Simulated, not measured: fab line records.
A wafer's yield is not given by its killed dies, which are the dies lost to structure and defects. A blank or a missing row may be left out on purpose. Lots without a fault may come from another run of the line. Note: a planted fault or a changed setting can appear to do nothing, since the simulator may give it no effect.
Split-lot trial | flow n5Finfet | 7 lots, 21 wafers read, on a route of 1938 steps

THE SPLIT
At N5_GATE_CUT_ETCH_56 (etches TiN in Cl2/Ar, target depth 21.6 nm), the setting biasW was moved away from the recipe's 60 W on 7 of the 21 wafers read, by -18.0% to +16.7%. This setting was run at the recipe's value on the other wafers.

The reading is taken at the split's own step.

THE READING
etch.depthNm (the simulator's own value, which no gauge read), in nm, at N5_GATE_CUT_ETCH_56 (etches TiN in Cl2/Ar, target depth 21.6 nm). No usual value for it is given in the file. Across the 14 wafers here that went through the recipe, the average is 21.73 nm and the standard deviation 0.35 nm.

wafer  | tool, chamber at the split | biasW as run, W | against the recipe | etch.depthNm, nm | against lot-mates on the recipe
L078.1 | rieMetal-03, 1             | 67.78           | +13.0%             | 23.02            | +1.28
L078.3 | rieMetal-03, 1             | 60              | recipe             | 21.74            | -
L078.6 | rieMetal-03, 1             | 67.78           | +13.0%             | 22.99            | +1.25
L079.1 | rieMetal-02, 0             | 60              | recipe             | 21.52            | -
L079.3 | rieMetal-02, 0             | 60              | recipe             | 21.6             | -
L079.6 | rieMetal-02, 0             | 60              | recipe             | 21.66            | -
L081.3 | rieMetal-02, 1             | 52.97           | -11.7%             | 20.96            | -0.60
L081.5 | rieMetal-02, 0             | 60              | recipe             | 21.56            | -
L081.6 | rieMetal-02, 1             | 52.97           | -11.7%             | 20.94            | -0.62
L088.1 | rieMetal-02, 0             | 60              | recipe             | 21.68            | -
L088.3 | rieMetal-02, 1             | 60              | recipe             | 21.84            | -
L088.4 | rieMetal-02, 0             | 60              | recipe             | 21.76            | -
L090.2 | rieMetal-03, 1             | 60              | recipe             | 21.95            | -
L090.4 | rieMetal-03, 0             | 68.37           | +14.0%             | 23.58            | +1.42
L090.5 | rieMetal-03, 0             | 60              | recipe             | 22.37            | -
L092.1 | rieMetal-01, 1             | 70.03           | +16.7%             | 22.6             | +0.93
L092.3 | rieMetal-01, 1             | 60              | recipe             | 21.11            | -
L092.5 | rieMetal-01, 0             | 60              | recipe             | 22.24            | -
L095.1 | rieMetal-01, 1             | 60              | recipe             | 21.1             | -
L095.3 | rieMetal-01, 0             | 60              | recipe             | 22.07            | -
L095.6 | rieMetal-01, 1             | 49.2            | -18.0%             | 19.67            | -1.91

THE FIT
A straight line over all 21 wafers: etch.depthNm changes by +0.0913 nm for each +1% of biasW; r = +0.90; the points scatter about the line by 0.39 nm.
The same after taking each lot's own level away (the mean of its wafers on the recipe; 21 wafers): +0.0827 nm for each +1%; r = +0.91; scatter 0.32 nm.
Per that fit: largest biasW move, reading shift of 1.5 nm.
The span of the lots' own levels, 21.560 to 22.160 nm, comes to 1.7 times the standard deviation stated above.
So the lot-to-lot level changes the slope: the two fits differ.
Check: for one of the wafers moved furthest among these (-18.0%), held out of the fit, the line's prediction against its lot-mates is -1.27 nm. Against them it came out at -1.91 nm.

FURTHER SPLITS ON THESE WAFERS
Note: prior to the reading, these wafers also went through further splits. Each is held against what the fit with the lots' levels taken away leaves over:
other split on the same wafers | wafers away from the commonest value | r with etch.depthNm (lot level and that fit taken away)
N5_SDB_COAT_03 spinRpm         | 4                                    | -0.23
N5_HKMG_FIN_EXPOSE_46 doseMj   | 11                                   | -0.26
N5_HKMG_FIN_ETCH_54 sourceW    | 9                                    | -0.27

THE FILE'S OWN FIT
etch.depthNm changes by +0.0845 nm for each +1% of biasW, r = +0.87.
